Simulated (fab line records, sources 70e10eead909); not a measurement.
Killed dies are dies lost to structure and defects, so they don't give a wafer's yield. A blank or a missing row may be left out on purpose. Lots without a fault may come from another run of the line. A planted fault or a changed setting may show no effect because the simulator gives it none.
Chamber matching | flow nand_harc | NHARC_A_WL_FILL_ALD_00 on ald_hk-03: 4 sister chambers
The step deposits Al2O3, target thk 3 nm, pulse time 3 s, ald cycles 30. 24 wafers are shown with their chamber, then 12 later ones without.

WAFERS WITH THEIR CHAMBER
wafer  | chamber | heater_power_w (W) | precursor_pulse_height_rel
L074.1 | 2       | 491                | 1.047
L074.3 | 1       | 389                | 1.020
L074.5 | 0       | 519                | 0.969
L075.1 | 0       | 524                | 1.016
L075.3 | 1       | 392                | 0.986
L075.4 | 2       | 494                | 0.993
L080.2 | 1       | 394                | 0.969
L080.4 | 3       | 465                | 1.009
L080.6 | 1       | 393                | 1.029
L081.3 | 2       | 499                | 1.007
L081.4 | 1       | 392                | 0.988
L081.5 | 2       | 486                | 1.023
L082.3 | 3       | 448                | 0.995
L082.5 | 2       | 498                | 0.978
L082.6 | 3       | 451                | 1.010
L083.1 | 3       | 454                | 1.020
L083.2 | 0       | 527                | 0.984
L083.3 | 2       | 500                | 1.010
L086.2 | 3       | 460                | 1.015
L086.5 | 3       | 454                | 0.983
L086.6 | 0       | 516                | 1.021
L088.1 | 3       | 461                | 0.981
L088.2 | 0       | 506                | 0.980
L088.3 | 2       | 509                | 0.988

SIGNATURES (means of the wafers above)
reading                    | chamber 0 | chamber 1 | chamber 2 | chamber 3 | scatter within a chamber
heater_power_w             | 518.40    | 392.00    | 496.71    | 456.14    | 6.41
precursor_pulse_height_rel | 0.99400   | 0.99840   | 1.00657   | 1.00186   | 0.0217
Rule: a wafer's distance from a chamber is the root of the sum, over the readings, of the square of ((its reading less the chamber's mean) divided by the reading's scatter). The wafer belongs to the nearest chamber; if the next one is less than 2 further off, it can't be placed. The scatter: the root of (the sum of the squares of (reading less its chamber's mean) over the shown wafers, divided by (wafers less chambers)).

WAFERS WITHOUT THEIR CHAMBER
wafer  | heater_power_w (W) | precursor_pulse_height_rel
L088.4 | 376                | 0.985
L088.5 | 525                | 0.998
L088.6 | 371                | 1.019
L091.1 | 452                | 0.934
L091.4 | 509                | 0.991
L091.6 | 509                | 1.003
L096.1 | 460                | 1.027
L096.4 | 513                | 0.962
L096.5 | 527                | 0.976
L097.1 | 517                | 0.979
L097.3 | 465                | 1.010
L097.5 | 505                | 1.004

WHICH CHAMBER EACH WENT THROUGH
wafer  | from the rows above     | in truth
L088.4 | 1                       | 1
L088.5 | 0                       | 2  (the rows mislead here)
L088.6 | 1                       | 1
L091.1 | 3                       | 3
L091.4 | can't be placed: 0 or 2 | 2
L091.6 | can't be placed: 0 or 2 | 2
L096.1 | 3                       | 3
L096.4 | can't be placed: 0 or 2 | 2
L096.5 | 0                       | 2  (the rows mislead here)
L097.1 | 0                       | 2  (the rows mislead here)
L097.3 | 3                       | 3
L097.5 | can't be placed: 2 or 0 | 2
Placed correctly: 5 of 12. Can't be placed from these rows: 4 (the true chamber is among the candidates in 4). Placed wrongly: 3.
